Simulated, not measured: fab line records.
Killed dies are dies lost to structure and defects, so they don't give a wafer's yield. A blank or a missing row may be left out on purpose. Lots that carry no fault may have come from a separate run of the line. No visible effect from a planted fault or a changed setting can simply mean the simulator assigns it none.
Matching of chambers / flow nandHarc / NHARC_P_M1_DEP_33 on pecvd-02 has 3 sister chambers
The step deposits SiCN, target thk 30 nm. 16 wafers are shown with their chamber, then 8 later ones without.

== EACH WAFER AND ITS CHAMBER ==
wafer=L868.2; chamber=2; heaterPowerOuterW (W)=288; heaterPowerW (W)=575
wafer=L868.3; chamber=1; heaterPowerOuterW (W)=316; heaterPowerW (W)=585
wafer=L868.4; chamber=2; heaterPowerOuterW (W)=287; heaterPowerW (W)=549
wafer=L867.2; chamber=1; heaterPowerOuterW (W)=368; heaterPowerW (W)=626
wafer=L867.4; chamber=1; heaterPowerOuterW (W)=371; heaterPowerW (W)=624
wafer=L867.5; chamber=0; heaterPowerOuterW (W)=346; heaterPowerW (W)=615
wafer=L871.1; chamber=2; heaterPowerOuterW (W)=278; heaterPowerW (W)=566
wafer=L871.3; chamber=1; heaterPowerOuterW (W)=378; heaterPowerW (W)=677
wafer=L871.5; chamber=1; heaterPowerOuterW (W)=401; heaterPowerW (W)=652
wafer=L873.3; chamber=1; heaterPowerOuterW (W)=412; heaterPowerW (W)=692
wafer=L873.4; chamber=2; heaterPowerOuterW (W)=261; heaterPowerW (W)=525
wafer=L873.6; chamber=0; heaterPowerOuterW (W)=350; heaterPowerW (W)=630
wafer=L881.1; chamber=0; heaterPowerOuterW (W)=284; heaterPowerW (W)=560
wafer=L881.3; chamber=2; heaterPowerOuterW (W)=243; heaterPowerW (W)=501
wafer=L881.4; chamber=0; heaterPowerOuterW (W)=291; heaterPowerW (W)=556
wafer=L883.1; chamber=1; heaterPowerOuterW (W)=410; heaterPowerW (W)=692

SIGNATURES (means of the wafers above)
reading=heaterPowerOuterW; chamber 0=317.75; chamber 1=379.43; chamber 2=271.40; scatter within a chamber=30.2
reading=heaterPowerW; chamber 0=590.25; chamber 1=649.71; chamber 2=543.20; scatter within a chamber=36.9
Rule: a wafer's distance from a chamber is the root of the sum, over the readings, of the square of ((its reading less the chamber's mean) divided by the reading's scatter). If the next closest chamber is less than 2 further off than the closest, the wafer can't be placed; otherwise it belongs to the closest. The scatter: take each reading less its chamber's mean, square it, sum over the shown wafers, divide by the number of wafers less the number of chambers, and take the root.

== WAFERS WHOSE CHAMBER IS MISSING ==
wafer=L883.2; heaterPowerOuterW (W)=287; heaterPowerW (W)=590
wafer=L883.4; heaterPowerOuterW (W)=415; heaterPowerW (W)=693
wafer=L885.2; heaterPowerOuterW (W)=420; heaterPowerW (W)=682
wafer=L885.5; heaterPowerOuterW (W)=363; heaterPowerW (W)=632
wafer=L885.6; heaterPowerOuterW (W)=264; heaterPowerW (W)=521
wafer=L886.2; heaterPowerOuterW (W)=352; heaterPowerW (W)=609
wafer=L886.4; heaterPowerOuterW (W)=345; heaterPowerW (W)=627
wafer=L886.5; heaterPowerOuterW (W)=357; heaterPowerW (W)=602

== CHAMBER TAKEN BY EACH ==
wafer=L883.2; from the rows above=can't be placed: 0 or 2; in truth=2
wafer=L883.4; from the rows above=1; in truth=1
wafer=L885.2; from the rows above=1; in truth=1
wafer=L885.5; from the rows above=can't be placed: 1 or 0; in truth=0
wafer=L885.6; from the rows above=can't be placed: 2 or 0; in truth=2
wafer=L886.2; from the rows above=can't be placed: 0 or 1 or 2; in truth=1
wafer=L886.4; from the rows above=can't be placed: 1 or 0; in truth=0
wafer=L886.5; from the rows above=can't be placed: 0 or 1 or 2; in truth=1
2 of 8 placed correctly. Can't be placed from these rows: 6 (the true chamber is among the candidates in 6). 0 placed wrongly.
